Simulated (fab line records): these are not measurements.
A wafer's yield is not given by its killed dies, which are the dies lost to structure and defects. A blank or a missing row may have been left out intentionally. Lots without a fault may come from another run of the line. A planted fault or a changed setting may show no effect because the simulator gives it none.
Chamber matching :: flow nand_harc :: NHARC_P_GATE_STRIP_101 on rie_diel-10 has 4 sister chambers
The step strips in O2, time 20 s. 4 wafers are shown with their chamber, then 9 later ones without.

## WAFERS WITH THEIR CHAMBER
wafer: L669.5
chamber: 3
showerhead_plenum_p_Torr (Torr): 3.76

wafer: L677.4
chamber: 2
showerhead_plenum_p_Torr (Torr): 3.65

wafer: L677.5
chamber: 1
showerhead_plenum_p_Torr (Torr): 3.53

wafer: L677.6
chamber: 0
showerhead_plenum_p_Torr (Torr): 3.73

## WAFERS WITHOUT THEIR CHAMBER
wafer: L680.2
showerhead_plenum_p_Torr (Torr): 3.75

wafer: L680.3
showerhead_plenum_p_Torr (Torr): 3.53

wafer: L680.4
showerhead_plenum_p_Torr (Torr): 3.65

wafer: L679.1
showerhead_plenum_p_Torr (Torr): 3.64

wafer: L679.3
showerhead_plenum_p_Torr (Torr): 3.75

wafer: L679.4
showerhead_plenum_p_Torr (Torr): 3.52

wafer: L682.2
showerhead_plenum_p_Torr (Torr): 3.52

wafer: L682.5
showerhead_plenum_p_Torr (Torr): 3.75

wafer: L682.6
showerhead_plenum_p_Torr (Torr): 3.73

## WHICH CHAMBER EACH WENT THROUGH
wafer: L680.2
from the rows above: can't be placed: 3 or 0
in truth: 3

wafer: L680.3
from the rows above: 1
in truth: 1

wafer: L680.4
from the rows above: 2
in truth: 2

wafer: L679.1
from the rows above: 2
in truth: 2

wafer: L679.3
from the rows above: can't be placed: 3 or 0
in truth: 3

wafer: L679.4
from the rows above: 1
in truth: 1

wafer: L682.2
from the rows above: 1
in truth: 1

wafer: L682.5
from the rows above: can't be placed: 3 or 0
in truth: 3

wafer: L682.6
from the rows above: 0
in truth: 0
6 of 9 placed correctly. Can't be placed from these rows: 3 (the true chamber is among the candidates in 3). Placed wrongly: 0.
How it was worked out, from the rows above alone: a wafer's distance from a chamber is the root of the sum, over the readings, of the square of ((its reading less the chamber's mean) divided by the reading's scatter). If the next closest chamber is less than 2 further off than the closest, the wafer can't be placed; otherwise it belongs to the closest. The mean given for a chamber averages the wafers shown for that chamber. The scatter: root of mean squared gap, hidden wafer to nearest shown wafer, with one shown wafer a chamber.
